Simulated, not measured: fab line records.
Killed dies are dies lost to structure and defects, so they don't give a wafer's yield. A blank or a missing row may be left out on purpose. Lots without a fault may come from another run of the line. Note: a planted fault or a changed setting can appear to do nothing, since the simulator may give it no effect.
Split-lot experiment | flow n5Finfet | 21 wafers read across 7 lots, on a route 1938 steps long

== THE SPLIT ITSELF ==
At N5_BEOL_M6_ALD_77 (deposits TaN, target thk 2 nm, pulse time 2 s, purge time 3 s), the setting aldCycles was moved away from the recipe's 40 on 12 of the 21 wafers read, by -15.0% to +15.0%. All remaining wafers had this setting at the recipe value.

The split's own step is where the reading is taken.

== THE READING ==
TaN_of_BEOL_M6_ALD_77.thkNm (the simulator's own value, which no gauge read), in nm, at N5_BEOL_M6_ALD_77 (deposits TaN, target thk 2 nm, pulse time 2 s, purge time 3 s). There is no usual value for it anywhere in the file.

wafer  | tool, chamber at the split | aldCycles as run | against the recipe | TaN_of_BEOL_M6_ALD_77.thkNm, nm | against lot-mates on the recipe
L074.2 | aldMetal-02, 1,3           | 38               | -5.0%              | 2                               | +0.0
L074.4 | aldMetal-02, 1,3           | 38               | -5.0%              | 2                               | +0.0
L074.3 | aldMetal-02, 1             | 40               | recipe             | 2                               | -
L078.2 | aldMetal-01, 0,1           | 46               | +15.0%             | 2.2                             | +0.2
L078.5 | aldMetal-01, 0,1           | 46               | +15.0%             | 2.2                             | +0.2
L078.3 | aldMetal-01, 2             | 40               | recipe             | 2                               | -
L081.1 | aldMetal-02, 0,1           | 34               | -15.0%             | 1.8                             | -0.2
L081.3 | aldMetal-02, 0,1           | 34               | -15.0%             | 1.8                             | -0.2
L081.4 | aldMetal-02, 2             | 40               | recipe             | 2                               | -
L084.1 | aldMetal-02, 1             | 40               | recipe             | 2                               | -
L084.2 | aldMetal-02, 3             | 46               | +15.0%             | 2.4                             | +0.4
L084.6 | aldMetal-02, 3             | 46               | +15.0%             | 2.4                             | +0.4
L089.2 | aldMetal-04, 1,0           | 34               | -15.0%             | 1.8                             | -0.2
L089.4 | aldMetal-04, 1,0           | 34               | -15.0%             | 1.8                             | -0.2
L089.6 | aldMetal-04, 3             | 40               | recipe             | 2                               | -
L091.2 | aldMetal-01, 1,3           | 46               | +15.0%             | 2.2                             | +0.2
L091.5 | aldMetal-01, 1,3           | 46               | +15.0%             | 2.2                             | +0.2
L091.3 | aldMetal-01, 0             | 40               | recipe             | 2                               | -
L097.1 | aldMetal-04, 0,3,3         | 40               | recipe             | 2                               | -
L097.4 | aldMetal-04, 0,3,3         | 40               | recipe             | 2                               | -
L097.5 | aldMetal-04, 0,3,3         | 40               | recipe             | 2                               | -
The file does not say which wafer passed through which chamber wherever a row lists several chambers: such a row stands for several wafers.

FIT RESULTS
A straight line over all 21 wafers: TaN_of_BEOL_M6_ALD_77.thkNm changes by +0.0154 nm for each +1% of aldCycles; r = +0.95; the points scatter about the line by 0.059 nm.
The same after taking each lot's own level away (the mean of its wafers on the recipe; 21 wafers): +0.0154 nm for each +1%; r = +0.95; scatter 0.059 nm.
Per that fit: largest aldCycles move, reading shift of 0.23 nm.
The lots' own levels span 2.00 to 2.00 nm.
The two slopes agree, so the slope changes little with the lot-to-lot level.
Check: for one of the wafers moved furthest among these (-15.0%), held out of the fit, the line's prediction against its lot-mates is -0.21 nm. It came out at -0.2 nm against them.

== OTHER SPLITS ON THESE WAFERS ==
These wafers also went through other splits before the reading. Each is held against what the fit with the lots' levels taken away leaves over:
other split on the same wafers  | wafers away from the commonest value | r with TaN_of_BEOL_M6_ALD_77.thkNm (lot level and that fit taken away)
N5_BEOL_M6_TRENCH_ETCH_37 timeS | 7                                    | -0.51

== FILE'S OWN FIT ==
TaN_of_BEOL_M6_ALD_77.thkNm changes by +0.0157 nm for each +1% of aldCycles, r = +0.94.
